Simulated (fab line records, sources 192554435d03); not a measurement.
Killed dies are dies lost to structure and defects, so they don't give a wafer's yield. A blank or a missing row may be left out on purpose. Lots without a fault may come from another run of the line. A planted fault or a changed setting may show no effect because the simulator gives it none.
Which tool did it? | flow n5_finfet | 13 lots, 39 wafers sampled, at 3 steps of a route of 1938

WHAT THE GAUGES READ, wafer by wafer
N5_HKMG_FIN_INSPECT_61: inspects for defects (macro).
lot  | measured    | on                | raw_defect_count
L625 | day 3 22:23 | defect_inspect-02 | 1 3 5
L626 | day 4 11:18 | defect_inspect-02 | 2 2 3
L627 | day 4 14:36 | defect_inspect-01 | 2 3 5
L630 | day 5 05:20 | defect_inspect-01 | 0 0 4
L634 | day 6 07:32 | defect_inspect-01 | 2 3 4
L635 | day 6 13:12 | defect_inspect-02 | 3 3 0
L640 | day 7 18:35 | defect_inspect-01 | 4 3 0
L641 | day 7 22:10 | defect_inspect-02 | 1 2 3
L642 | day 8 04:11 | defect_inspect-01 | 1 4 2
L643 | day 8 10:10 | defect_inspect-01 | 0 1 4
L644 | day 8 16:43 | defect_inspect-02 | 1 0 1
L645 | day 9 03:44 | defect_inspect-01 | 1 1 1
L646 | day 9 05:25 | defect_inspect-01 | 5 1 2

N5_HKMG_FIN_THK_MEAS_70: measures by xrf.
lot  | measured    | on            | HK_THK (nm)
L625 | day 4 00:50 | film_metro-02 | 1.607 1.569 1.595
L626 | day 4 14:06 | film_metro-01 | 1.590 1.580 1.610
L627 | day 4 17:30 | film_metro-02 | 1.608 1.604 1.626
L630 | day 5 07:53 | film_metro-02 | 1.606 1.600 1.603
L634 | day 6 10:10 | film_metro-01 | 1.597 1.602 1.605
L635 | day 6 15:39 | film_metro-01 | 1.608 1.603 1.606
L640 | day 7 21:16 | film_metro-01 | 1.556 1.570 1.559
L641 | day 8 00:48 | film_metro-02 | 1.626 1.593 1.605
L642 | day 8 07:12 | film_metro-01 | 1.607 1.588 1.602
L643 | day 8 12:37 | film_metro-01 | 1.577 1.579 1.591
L644 | day 8 19:09 | film_metro-01 | 1.578 1.582 1.595
L645 | day 9 06:17 | film_metro-02 | 1.600 1.600 1.631
L646 | day 9 07:59 | film_metro-02 | 1.600 1.576 1.618

WHICH TOOL RAN EACH LOT (tool, then ch and the chambers of the sampled wafers, then the start)
lot  | N5_HKMG_FIN_ALD_36
L625 | ald_metal-04 ch 0,2, day 4 00:34
L626 | ald_metal-04 ch 2,3, day 4 13:49
L627 | ald_metal-04 ch 0,1,2, day 4 17:13
L630 | ald_metal-03 ch 0,2,3, day 5 07:36
L634 | ald_metal-04 ch 0,2,3, day 6 09:53
L635 | ald_metal-04 ch 0,3, day 6 15:22
L640 | ald_metal-02 ch 1,2,3, day 7 20:59
L641 | ald_metal-02 ch 0,1,3, day 8 00:31
L642 | ald_metal-02 ch 1,2, day 8 06:55
L643 | ald_metal-02 ch 0,1,2, day 8 12:20
L644 | ald_metal-04 ch 0,2,3, day 8 18:52
L645 | ald_metal-03 ch 0,1,2, day 9 06:00
L646 | ald_metal-03 ch 0,2,3, day 9 07:42
- N5_HKMG_FIN_ALD_36: deposits TiN, target thk 1 nm, pulse time 1 s, purge time 3 s.

WHAT THE TOOLS THEMSELVES READ (means of the sampled wafers that have a number; where no wafer has one, the mark that the record gives instead)
N5_HKMG_FIN_ALD_36.
lot  | tool         | heater_power_w (W) | precursor_pulse_height_rel
L625 | ald_metal-04 | 812                | 1.012
L626 | ald_metal-04 | 810                | 1.000
L627 | ald_metal-04 | 817                | 0.982
L630 | ald_metal-03 | 855                | 0.987
L634 | ald_metal-04 | 803                | 1.000
L635 | ald_metal-04 | 761                | 1.021
L640 | ald_metal-02 | 922                | 1.008
L641 | ald_metal-02 | 917                | 1.026
L642 | ald_metal-02 | 923                | 0.988
L643 | ald_metal-02 | 943                | 0.996
L644 | ald_metal-04 | 811                | 1.004
L645 | ald_metal-03 | 849                | 1.006
L646 | ald_metal-03 | 857                | 1.009

THE ANSWER, worked out from the rows above alone
Rule: what is usual is taken from the lots themselves. Put in order of their means at a reading, lots are off if they are a third of the lots or fewer, leave a main group of 4 or more, and stand apart from it by a gap of 3 or more times the standard deviation of the main group's means; of several such gaps the widest counts. A main group whose means are all the same, to the digits that the tables above print for the reading, isn't used. A lot without any number at a reading at which 4 lots or more have one is off too. The other lots that the step has rows for count as sound. The gauges are gone through in route order, then the tools' own readings, and for those a lot's mean is taken as printed above. The first step at which some lot is off is used, and at that step the reading that is off furthest; a lot without a number counts as furthest.
No lot is off at any reading shown: from this, nothing can be told.

WHAT THE SIMULATOR HAD PUT IN
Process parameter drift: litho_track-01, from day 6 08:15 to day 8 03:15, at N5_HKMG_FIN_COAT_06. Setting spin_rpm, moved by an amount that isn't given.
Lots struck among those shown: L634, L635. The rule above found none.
